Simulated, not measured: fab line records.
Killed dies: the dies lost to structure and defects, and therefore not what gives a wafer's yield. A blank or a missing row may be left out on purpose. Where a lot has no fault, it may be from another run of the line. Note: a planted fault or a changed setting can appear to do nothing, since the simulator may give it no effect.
A single fault, viewed from 2 desks    flow nand_harc    each desk holds nothing but its own numbers, with what lay behind them at the end

## THE METROLOGY DESK
Lot by lot, what the gauges showed, no matter which tool ran the lot: averages of those sampled wafers that carry a number. The brackets show how far a lot's mean lies from the usual mean; more than 4 standard deviations puts the lot out of limits, marked OUT.
Columns: A = cd_nm at NHARC_A_CHANNEL_HOLE_D1_CD_MEAS_30, usual 90.0 nm
lot   first seen here  A
L553  day 8 19:17      88.5
L554  day 9 01:05      89.7
L555  day 9 15:58      91.4
L560  day 12 02:57     90.0
L563  day 12 22:48     88.9
L566  day 14 04:36     90.1
L568  day 14 19:22     90.3
L567  day 14 23:02     89.3
L572  day 16 17:31     90.8
L573  day 17 09:47     89.2
L574  day 17 14:05     89.9
L575  day 18 00:02     89.3
L576  day 18 08:46     90.2
This desk found nothing out of limits on any of the 13 lots.

## TOOL OWNER'S DESK, ald_hk-01
The tool's own readings at NHARC_A_CHANNEL_FILL_D1_ALD_02 (deposits SiO2, target thk 6 nm, pulse time 10 s, ald cycles 60): means of the sampled wafers that have a number, for each lot that ran on this tool. The brackets show how far a lot's mean lies from the usual mean; more than 4 standard deviations puts the lot out of limits, marked OUT.
Columns: A = heater_power_w at NHARC_A_CHANNEL_FILL_D1_ALD_02, usual 481 W; B = precursor_pulse_height_rel at NHARC_A_CHANNEL_FILL_D1_ALD_02, usual 0.999
lot   first seen here  A    B
L560  day 12 03:20     494  0.988
L566  day 14 04:59     461  1.006
L568  day 14 19:53     461  1.009
L573  day 17 10:19     462  0.998
L575  day 18 00:38     449  0.998
This desk found nothing out of limits on any of the 5 lots.

## TAKEN TOGETHER
At the metrology desk, nothing out of limits was observed.
Nothing out of limits was seen by the tool owner's desk.

## WHAT THE SIMULATOR PUT IN
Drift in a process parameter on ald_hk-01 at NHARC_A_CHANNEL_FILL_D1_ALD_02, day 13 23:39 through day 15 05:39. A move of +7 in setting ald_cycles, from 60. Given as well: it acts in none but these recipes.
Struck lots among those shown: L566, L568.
